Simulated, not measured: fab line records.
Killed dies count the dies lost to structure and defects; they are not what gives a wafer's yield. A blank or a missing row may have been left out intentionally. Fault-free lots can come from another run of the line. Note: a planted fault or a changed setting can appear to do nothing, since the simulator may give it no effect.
fab line records	flow n5-finfet	part 1 of 2: steps 1 to 3 of 6
[record] lots = 22	wafers = 66	last-day = 17
route steps=1938 shown BEOL_M3@949
lots untouched by any fault: they come from a run of this same line in which no faults occurred
start-h: the number of hours between the record's first day and the start of the first shown wafer of the lot	wait-h: time in hours since the lot's previous step	" repeats the value in the row above	L1.1+2: a row that stands for several wafers	- no value present, or no start provided	* or withheld: withheld	< > ~ a bound
route shown NAME@n: a module of which the file shows steps, and the number in the route of the first	usual: mean and standard deviation over wafers with no fault	same: alike in all rows	chamber/n: place in a boat	sites: the reading at each site	_std_site: the standard deviation of these	_edge_site: mean of outer sites minus mean of inner sites	radius-mm: how far each site lies from the wafer's centre	mask NAME#n: copy n	behind: the last tool/chamber to shape the wafer	hold: why the lot was held/for how many hours/how that ended	device: names the non-switching transistor (n, p or np)	end of line: the tests these same wafers got at the end of their route	step lacking rows: just its recipe	killed: the dies lost at the first sort to structure and to defects; this is not the yield of the wafer	map: a wafer's dies, marking killed ones x, the rest . and places with no die _
set.NAME: the setting that was run; set.NAME@STEP: the one run at that earlier step	model.NAME: the simulator's own value behind a step, which no gauge read
a sample of lots followed through the steps of the route, with each step as a table and each wafer as a row
services: from which hour (start-h, from the record's first day; less than 0 if before it) a tool's chamber was out of use, for how many hours, and why
[[steps]]
[step N5_BEOL_M3_ETCH_63]
[recipe] chemistry = CF4	target = SiARC	target-depth-a = 156	mask-material = CAR-EUV	time-s = 26	ion-energy-ev = 80	pressure-mtorr = 40	source-w = 545	bias-w = 36	Ar_flow_sccm = 100	cf4-flow-sccm = 100	ends = cleared
[usual] cf4-flow-sccm = 100.0/0.32	drypump-motor-current-A = 5.8/0.44	etch-rf-on-time-s = 25.9/0.42	oes-product-au = 0.69/0.07	rf-vpp-V = 184.2/1.2	showerhead-plenum-p-Torr = 2.15/0.072	throttle-valve-pct = 15.61/0.25
lot.wafer	tool	chamber	start-h	wait-h	cf4-flow-sccm	drypump-motor-current-A	etch-rf-on-time-s	oes-product-au	rf-hours-counter-h	rf-vpp-V	showerhead-plenum-p-Torr	throttle-valve-pct
L075.3	rie-diel-06	3	155.34	0.0	100.0	6.6	26.2	0.72	72	183.4	2.08	15.55
L075.5	"	3	"	"	100.2	6.5	26.2	0.71	-	182.6	2.08	15.55
L075.6	"	0	"	"	99.8	5.7	25.6	0.75	-	185.4	2.18	15.26
L077.1	rie-diel-02	1	159.96	0.0	99.9	5.6	26.6	0.63	153	184.8	2.22	15.65
L077.4	"	1	"	"	99.8	5.6	26.6	0.64	-	184.0	2.22	15.66
L077.6	"	0	"	"	100.2	5.1	25.3	0.81	-	185.4	2.28	15.74
L076.1	rie-diel-06	1	170.13	0.0	100.6	5.5	26.4	0.62	177	183.2	2.05	15.60
L076.4	"	0	"	"	99.9	5.7	25.7	0.74	38	184.2	2.18	15.25
L076.5	"	3	"	"	99.7	6.5	25.7	0.71	-	181.2	2.08	15.56
L078.1	rie-diel-05	1	171.49	0.0	100.6	5.8	25.9	0.64	176	185.6	2.22	15.76
L078.2	"	3	"	"	100.5	5.7	26.0	0.57	251	182.6	2.03	15.95
L078.3	"	2	"	"	99.9	5.4	25.6	0.64	175	184.0	2.13	15.95
L079.2	rie-diel-02	0	172.91	0.0	100.3	5.1	25.6	0.80	11	186.6	2.28	15.74
L079.3	"	3	"	"	99.4	6.5	25.6	0.82	4	185.5	2.19	15.23
L079.5	"	2	"	"	100.0	5.1	26.6	0.68	-	183.8	2.07	15.48
L080.1	rie-diel-06	3	175.23	0.0	99.7	6.6	25.9	0.71	78	182.5	2.08	15.56
L080.2	"	0	"	"	100.3	5.7	25.6	0.74	40	183.5	2.18	15.27
L080.6	"	1	"	"	100.4	5.5	26.5	0.63	-	184.8	2.05	15.63
L081.2	rie-diel-06	1	211.30	0.0	99.5	5.5	26.1	0.62	190	183.1	2.05	15.62
L081.4	"	0	"	"	99.9	5.7	25.5	0.73	52	185.1	2.17	15.28
L081.5	"	0	"	"	99.7	5.7	25.5	0.73	-	184.1	2.17	15.30
L084.1	rie-diel-05	3	211.46	0.0	100.5	5.7	25.8	0.82	4	185.9	2.28	15.43
L084.3	"	0	"	"	99.5	5.6	25.6	0.81	12	182.5	2.10	15.16
L084.5	"	3	"	"	100.3	5.7	25.7	0.82	-	185.1	2.28	15.44
L083.1	rie-diel-06	1	215.20	0.0	100.5	5.5	26.9	0.61	191	184.6	2.05	15.64
L083.3	"	3	"	"	99.9	6.5	26.2	0.69	89	184.0	2.08	15.57
L083.5	"	3	"	"	99.9	6.5	26.1	0.70	-	183.4	2.08	15.59
L082.3	rie-diel-05	1	215.23	0.0	100.3	5.8	26.1	0.63	191	184.5	2.22	15.80
L082.4	"	3	"	"	100.2	5.8	25.7	0.81	6	185.3	2.28	15.45
L082.5	"	1	"	"	100.0	5.8	25.9	0.63	-	185.2	2.22	15.79
L085.2	rie-diel-02	3	218.38	0.0	100.2	6.6	24.9	0.79	23	183.5	2.18	15.24
L085.4	"	0	"	"	100.0	5.1	25.3	0.77	-	184.5	2.27	15.79
L085.5	"	3	"	"	99.8	6.6	25.2	0.78	-	184.3	2.18	15.26
L086.2	rie-diel-05	0	224.78	0.0	100.1	5.6	25.3	0.80	16	181.6	2.10	15.16
L086.4	"	1	"	"	99.9	5.8	25.8	0.63	194	183.5	2.21	15.80
L086.6	"	2	"	"	100.4	5.4	25.6	0.62	-	183.8	2.12	15.98
L087.2	rie-diel-05	3	230.06	0.0	99.6	5.7	25.8	0.79	11	186.2	2.28	15.46
L087.3	"	0	"	"	99.8	5.6	25.7	0.79	18	184.4	2.10	15.16
L087.4	"	1	"	"	100.2	5.8	26.0	0.63	197	183.9	2.21	15.80
L088.3	rie-diel-06	2	230.81	0.0	99.8	6.6	26.2	0.65	167	185.2	2.14	15.78
L088.4	"	0	"	"	100.4	5.7	25.6	0.72	57	185.1	2.17	15.31
L088.5	"	3	"	"	99.6	6.5	25.6	0.70	-	182.3	2.08	15.60
L089.1	rie-diel-02	2	236.97	0.0	99.9	5.1	26.5	0.67	94	182.7	2.07	15.49
L089.3	"	0	"	"	100.1	5.1	25.2	0.76	37	185.8	2.27	15.78
L089.4	"	3	"	"	100.1	6.6	25.5	0.76	29	182.5	2.18	15.27
L090.1	rie-diel-06	1	252.84	0.0	99.8	5.5	26.6	0.61	202	182.5	2.05	15.66
L090.2	"	0	"	"	100.1	5.7	25.6	0.72	63	185.0	2.17	15.30
L090.3	"	2	"	"	99.8	6.5	26.2	0.64	172	185.4	2.14	15.78
L092.1	rie-diel-05	2	259.06	0.0	100.3	5.4	25.8	0.62	204	184.2	2.12	15.99
L092.4	"	1	"	"	100.0	5.9	26.2	0.62	204	183.5	2.21	15.82
L092.5	"	1	"	"	100.3	5.8	26.3	0.62	-	184.4	2.21	15.81
L091.1	rie-diel-05	1	262.77	0.0	100.5	5.8	26.0	0.62	204	184.5	2.21	15.82
L091.2	"	3	"	"	99.8	5.7	25.8	0.78	18	186.1	2.28	15.49
L091.5	"	0	"	"	99.8	5.6	25.5	0.78	-	183.9	2.10	15.18
L093.1	rie-diel-05	1	265.62	0.0	99.7	5.8	26.0	0.63	205	184.7	2.21	15.82
L093.2	"	0	"	"	100.5	5.7	25.4	0.78	26	184.4	2.10	15.20
L093.5	"	2	"	"	100.0	5.4	25.7	0.62	-	185.3	2.12	16.01
L094.2	rie-diel-05	1	271.18	0.0	100.5	5.8	26.3	0.62	206	185.4	2.21	15.81
L094.3	"	3	"	"	99.7	5.7	25.8	0.77	20	184.8	2.28	15.46
L094.5	"	2	"	"	100.6	5.4	25.7	0.63	-	184.1	2.12	16.01
L096.1	rie-diel-06	2	281.43	0.0	100.1	6.5	26.6	0.63	181	184.2	2.14	15.82
L096.2	"	1	"	"	99.8	5.5	26.7	0.61	211	183.3	2.04	15.68
L096.6	"	2	"	"	99.8	6.5	26.5	0.63	-	183.2	2.14	15.80
L097.1	rie-diel-05	0	286.04	0.0	100.1	5.6	25.9	0.77	31	184.0	2.10	15.19
L097.2	"	2	"	"	100.0	5.4	25.9	0.61	211	182.4	2.12	16.01
L097.4	"	3	"	"	99.8	5.7	25.9	0.77	24	185.6	2.28	15.48
[step N5_BEOL_M3_STRIP_19]
[recipe] chemistry = O2	power-w = 400	temp-c = 40	pressure-mtorr = 30	rf-frequency-hz = 6e+07	bias-power-w = 0	overash-fraction = 0.2	o2-flow-sccm = 225
[usual] drypump-motor-current-A = 5.8/0.42	oes-product-au = 0.80/0.078	rf-vpp-V = 3.6/0.46	showerhead-plenum-p-Torr = 2.10/0.074	temp-c = 40.00/0.12	throttle-valve-pct = 16.66/0.23
lot.wafer	tool	chamber	start-h	wait-h	drypump-motor-current-A	oes-product-au	rf-hours-counter-h	rf-vpp-V	showerhead-plenum-p-Torr	temp-c	throttle-valve-pct
L075.3	rie-diel-06	1	155.64	0.1	5.5	0.74	173	3.5	2.00	39.85	16.58
L075.5	"	2	"	"	6.5	0.79	-	3.6	2.10	39.85	16.75
L075.6	"	3	"	"	6.6	0.85	-	3.9	2.04	40.05	16.67
L077.1	rie-diel-05	3	160.26	0.1	5.7	0.67	246	3.8	1.98	40.22	16.96
L077.4	"	3	"	"	5.7	0.67	-	2.7	1.98	40.07	16.96
L077.6	"	2	"	"	5.3	0.73	-	4.4	2.09	40.05	16.97
L076.1	rie-diel-06	1	170.43	0.1	5.5	0.74	177	2.8	1.99	39.94	16.59
L076.4	"	2	"	"	6.5	0.77	148	3.8	2.10	40.09	16.76
L076.5	"	0	"	"	5.7	0.86	-	3.4	2.12	40.10	16.27
L078.1	rie-diel-06	2	171.79	0.1	6.5	0.77	148	4.8	2.10	40.08	16.76
L078.2	"	3	"	"	6.6	0.84	76	3.1	2.04	39.87	16.67
L078.3	"	1	"	"	5.5	0.75	177	4.3	1.99	39.80	16.62
L079.2	rie-diel-06	2	173.38	0.2	6.5	0.76	148	3.8	2.10	39.88	16.75
L079.3	"	0	"	"	5.7	0.86	39	3.2	2.12	40.09	16.28
L079.5	"	0	"	"	5.7	0.86	-	4.1	2.12	39.99	16.27
L080.1	rie-diel-05	2	175.54	0.1	5.4	0.74	177	3.7	2.08	39.93	16.99
L080.2	"	3	"	"	5.7	0.67	253	3.0	1.98	40.14	16.97
L080.6	"	3	"	"	5.7	0.67	-	3.7	1.98	39.92	16.97
L081.2	rie-diel-06	2	211.60	0.1	6.5	0.76	161	4.0	2.09	39.91	16.77
L081.4	"	3	"	"	6.6	0.82	89	2.8	2.04	40.17	16.69
L081.5	"	1	"	"	5.5	0.73	-	3.7	1.99	39.99	16.63
L084.1	rie-diel-06	2	211.77	0.1	6.5	0.76	161	3.5	2.09	40.03	16.81
L084.3	"	0	"	"	5.7	0.84	52	3.8	2.12	40.01	16.31
L084.5	"	3	"	"	6.5	0.82	-	2.8	2.04	40.09	16.71
L083.1	rie-diel-05	1	215.50	0.1	5.9	0.75	191	3.5	2.17	40.07	16.87
L083.3	"	0	"	"	5.6	0.95	13	4.0	2.06	39.91	16.28
L083.5	"	1	"	"	5.8	0.74	-	2.9	2.17	40.05	16.86
L082.3	rie-diel-06	3	215.54	0.1	6.6	0.83	89	3.9	2.04	40.05	16.69
L082.4	"	2	"	"	6.5	0.76	161	3.0	2.09	40.15	16.79
L082.5	"	0	"	"	5.7	0.84	-	3.1	2.12	39.94	16.29
L085.2	rie-diel-05	3	218.77	0.2	5.8	0.94	7	3.6	2.24	39.88	16.52
L085.4	"	1	"	"	5.9	0.73	193	4.1	2.17	39.78	16.86
L085.5	"	3	"	"	5.8	0.95	-	3.4	2.24	40.15	16.50
L086.2	rie-diel-06	1	225.09	0.1	5.5	0.72	194	3.8	1.99	39.72	16.62
L086.4	"	3	"	"	6.6	0.82	91	3.2	2.04	40.09	16.69
L086.6	"	1	"	"	5.5	0.72	-	3.9	1.99	40.07	16.63
L087.2	rie-diel-05	2	230.36	0.1	5.4	0.72	197	3.2	2.08	40.08	17.03
L087.3	"	1	"	"	5.9	0.73	197	3.6	2.17	40.07	16.87
L087.4	"	3	"	"	5.7	0.93	11	4.0	2.24	39.96	16.53
L088.3	rie-diel-05	2	231.12	0.1	5.4	0.72	197	3.3	2.08	40.07	17.04
L088.4	"	1	"	"	5.9	0.74	197	3.2	2.17	39.94	16.87
L088.5	"	1	"	"	5.8	0.74	-	4.1	2.17	39.99	16.87
L089.1	rie-diel-06	1	237.33	0.1	5.5	0.72	198	3.3	1.99	39.84	16.65
L089.3	"	0	"	"	5.7	0.84	59	3.7	2.12	40.03	16.32
L089.4	"	3	"	"	6.6	0.81	96	2.7	2.04	39.81	16.69
L090.1	rie-diel-05	0	253.15	0.1	5.6	0.92	24	3.5	2.06	40.19	16.31
L090.2	"	2	"	"	5.4	0.71	202	3.6	2.07	39.85	17.03
L090.3	"	1	"	"	5.8	0.73	202	3.9	2.17	40.23	16.88
L092.1	rie-diel-06	3	259.37	0.1	6.6	0.81	102	3.9	2.03	40.27	16.72
L092.4	"	1	"	"	5.5	0.72	204	4.0	1.99	40.23	16.65
L092.5	"	1	"	"	5.5	0.72	-	4.6	1.99	40.18	16.66
L091.1	rie-diel-05	1	263.08	0.1	5.9	0.72	204	3.8	2.17	39.83	16.88
L091.2	"	0	"	"	5.6	0.91	26	3.8	2.06	40.10	16.31
L091.5	"	3	"	"	5.7	0.92	-	3.3	2.24	39.97	16.51
L093.1	rie-diel-05	1	265.93	0.1	5.9	0.72	205	3.6	2.17	39.93	16.89
L093.2	"	0	"	"	5.6	0.92	26	3.5	2.06	40.20	16.30
L093.5	"	1	"	"	5.8	0.73	-	3.7	2.17	39.93	16.86
L094.2	rie-diel-02	3	271.49	0.1	6.6	0.88	39	3.5	2.15	40.06	16.44
L094.3	"	0	"	"	5.1	0.88	46	3.5	2.21	40.15	16.79
L094.5	"	0	"	"	5.1	0.87	-	3.1	2.21	39.92	16.80
L096.1	rie-diel-06	1	281.73	0.1	5.5	0.72	211	3.6	1.98	39.78	16.66
L096.2	"	0	"	"	5.7	0.83	71	3.2	2.11	39.89	16.33
L096.6	"	0	"	"	5.7	0.82	-	4.1	2.11	39.98	16.35
L097.1	rie-diel-02	3	286.35	0.1	6.6	0.87	44	3.1	2.15	39.82	16.46
L097.2	"	0	"	"	5.1	0.86	51	4.1	2.21	40.02	16.83
L097.4	"	1	"	"	5.6	0.72	195	3.7	2.17	39.90	16.80
[step N5_BEOL_M3_ETCH_77]
[recipe] chemistry = N2/H2	target = underlayer	target-depth-a = 65	mask-material = CAR-EUV	time-s = 5.2	ion-energy-ev = 200	pressure-mtorr = 30	source-w = 840	bias-w = 150	n2-flow-sccm = 200	h2-flow-sccm = 200	ends = cleared
[usual] drypump-motor-current-A = 5.8/0.51	etch-rf-on-time-s = 5.19/0.088	oes-product-au = 0.68/0.064	rf-vpp-V = 524.3/2.8	showerhead-plenum-p-Torr = 2.56/0.091	throttle-valve-pct = 17.89/0.25
lot.wafer	tool	chamber	start-h	wait-h	drypump-motor-current-A	etch-rf-on-time-s	oes-product-au	rf-hours-counter-h	rf-vpp-V	showerhead-plenum-p-Torr	throttle-valve-pct
L075.3	rie-diel-06	1	156.32	0.0	5.5	5.33	0.63	173	521.3	2.43	17.93
L075.5	"	2	"	"	6.5	5.31	0.66	-	522.5	2.54	17.80
L075.6	"	1	"	"	5.5	5.30	0.63	-	521.9	2.43	17.92
L077.1	rie-diel-06	2	160.94	0.0	6.5	5.23	0.66	145	524.2	2.54	17.81
L077.4	"	3	"	"	6.5	5.15	0.71	73	522.0	2.48	17.81
L077.6	"	3	"	"	6.6	5.21	0.72	-	523.4	2.48	17.81
L076.1	rie-diel-06	1	170.98	0.0	5.5	5.32	0.63	177	520.5	2.43	17.88
L076.4	"	3	"	"	6.6	5.21	0.72	76	522.9	2.48	17.81
L076.5	"	3	"	"	6.6	5.19	0.70	-	522.2	2.48	17.82
L078.1	rie-diel-06	0	172.34	0.0	5.7	5.17	0.74	39	527.3	2.60	17.60
L078.2	"	2	"	"	6.5	5.23	0.66	148	522.3	2.54	17.82
L078.3	"	1	"	"	5.5	5.33	0.63	177	520.9	2.43	17.93
L079.2	rie-diel-05	1	173.98	0.0	5.9	5.17	0.64	177	524.6	2.64	18.14
L079.3	"	2	"	"	5.4	5.10	0.64	176	525.0	2.54	18.28
L079.5	"	1	"	"	5.9	5.13	0.64	-	529.8	2.64	18.16
L080.1	rie-diel-06	2	176.08	0.0	6.5	5.20	0.66	149	523.9	2.53	17.79
L080.2	"	3	"	"	6.5	5.12	0.72	78	520.9	2.47	17.79
L080.6	"	1	"	"	5.5	5.22	0.64	-	520.4	2.43	17.95
L081.2	rie-diel-02	1	212.27	0.0	5.6	5.25	0.63	172	527.7	2.65	18.09
L081.4	"	3	"	"	6.6	5.06	0.79	-	523.7	2.59	17.45
L081.5	"	0	"	"	5.1	5.01	0.77	-	531.1	2.71	18.04
L084.1	rie-diel-02	0	212.46	0.0	5.1	5.13	0.76	28	528.4	2.71	18.04
L084.3	"	3	"	"	6.6	5.06	0.77	21	524.8	2.59	17.44
L084.5	"	3	"	"	6.6	5.09	0.77	-	524.8	2.59	17.46
L083.1	rie-diel-05	0	216.05	0.0	5.6	5.17	0.80	14	521.5	2.50	17.52
L083.3	"	1	"	"	5.8	5.26	0.62	191	527.7	2.64	18.15
L083.5	"	1	"	"	5.9	5.28	0.63	-	525.8	2.64	18.18
L082.3	rie-diel-06	3	216.23	0.0	6.6	5.21	0.69	89	520.2	2.47	17.84
L082.4	"	2	"	"	6.5	5.30	0.65	161	524.4	2.53	17.84
L082.5	"	1	"	"	5.6	5.40	0.61	-	520.3	2.42	17.95
L085.2	rie-diel-06	1	219.45	0.0	5.5	5.33	0.62	192	520.7	2.42	17.94
L085.4	"	2	"	"	6.5	5.15	0.65	163	521.8	2.53	17.86
L085.5	"	2	"	"	6.5	5.22	0.65	-	524.1	2.53	17.84
L086.2	rie-diel-02	3	225.99	0.0	6.6	5.12	0.77	26	526.6	2.59	17.48
L086.4	"	1	"	"	5.6	5.36	0.62	-	527.6	2.65	18.09
L086.6	"	3	"	"	6.5	5.12	0.77	-	523.6	2.59	17.46
L087.2	rie-diel-05	2	231.02	0.0	5.4	5.09	0.63	197	524.4	2.53	18.32
L087.3	"	3	"	"	5.7	5.15	0.79	11	527.0	2.71	17.77
L087.4	"	1	"	"	5.8	5.21	0.63	197	527.4	2.63	18.21
L088.3	rie-diel-02	2	231.68	0.0	5.1	5.27	0.67	93	523.2	2.47	17.70
L088.4	"	3	"	"	6.5	5.07	0.76	28	524.4	2.59	17.47
L088.5	"	3	"	"	6.6	5.00	0.78	-	520.7	2.59	17.48
L089.1	rie-diel-02	3	237.89	0.0	6.6	5.10	0.76	30	527.0	2.59	17.47
L089.3	"	2	"	"	5.1	5.24	0.68	95	520.6	2.47	17.71
L089.4	"	1	"	"	5.6	5.29	0.62	182	527.7	2.64	18.11
L090.1	rie-diel-02	3	253.78	0.0	6.6	5.07	0.76	33	526.4	2.59	17.48
L090.2	"	2	"	"	5.1	5.21	0.68	98	519.4	2.46	17.70
L090.3	"	0	"	"	5.1	5.02	0.76	41	526.8	2.70	18.06
L092.1	rie-diel-02	0	260.04	0.0	5.1	5.08	0.74	43	528.1	2.70	18.06
L092.4	"	3	"	"	6.6	5.09	0.76	36	525.1	2.59	17.47
L092.5	"	2	"	"	5.1	5.24	0.67	-	520.1	2.46	17.70
L091.1	rie-diel-06	2	263.75	0.0	6.5	5.24	0.63	176	525.0	2.52	17.87
L091.2	"	3	"	"	6.6	5.12	0.70	103	519.0	2.46	17.86
L091.5	"	1	"	"	5.5	5.28	0.61	-	520.3	2.42	17.97
L093.1	rie-diel-06	0	266.60	0.0	5.7	5.20	0.71	66	523.1	2.58	17.67
L093.2	"	3	"	"	6.6	5.23	0.68	103	519.7	2.46	17.84
L093.5	"	3	"	"	6.5	5.19	0.68	-	524.4	2.46	17.86
L094.2	rie-diel-05	1	272.16	0.0	5.9	5.25	0.62	206	527.1	2.63	18.19
L094.3	"	0	"	"	5.6	5.11	0.78	28	522.8	2.49	17.54
L094.5	"	1	"	"	5.8	5.22	0.62	-	523.9	2.63	18.18
L096.1	rie-diel-05	1	282.40	0.0	5.8	5.24	0.62	208	525.5	2.63	18.18
L096.2	"	2	"	"	5.4	5.13	0.62	210	522.0	2.52	18.32
L096.6	"	1	"	"	5.8	5.20	0.63	-	528.5	2.63	18.20
L097.1	rie-diel-05	3	287.02	0.0	5.7	5.17	0.77	24	525.5	2.70	17.81
L097.2	"	0	"	"	5.7	5.12	0.76	31	522.4	2.49	17.56
L097.4	"	1	"	"	5.8	5.25	0.61	210	525.5	2.63	18.19
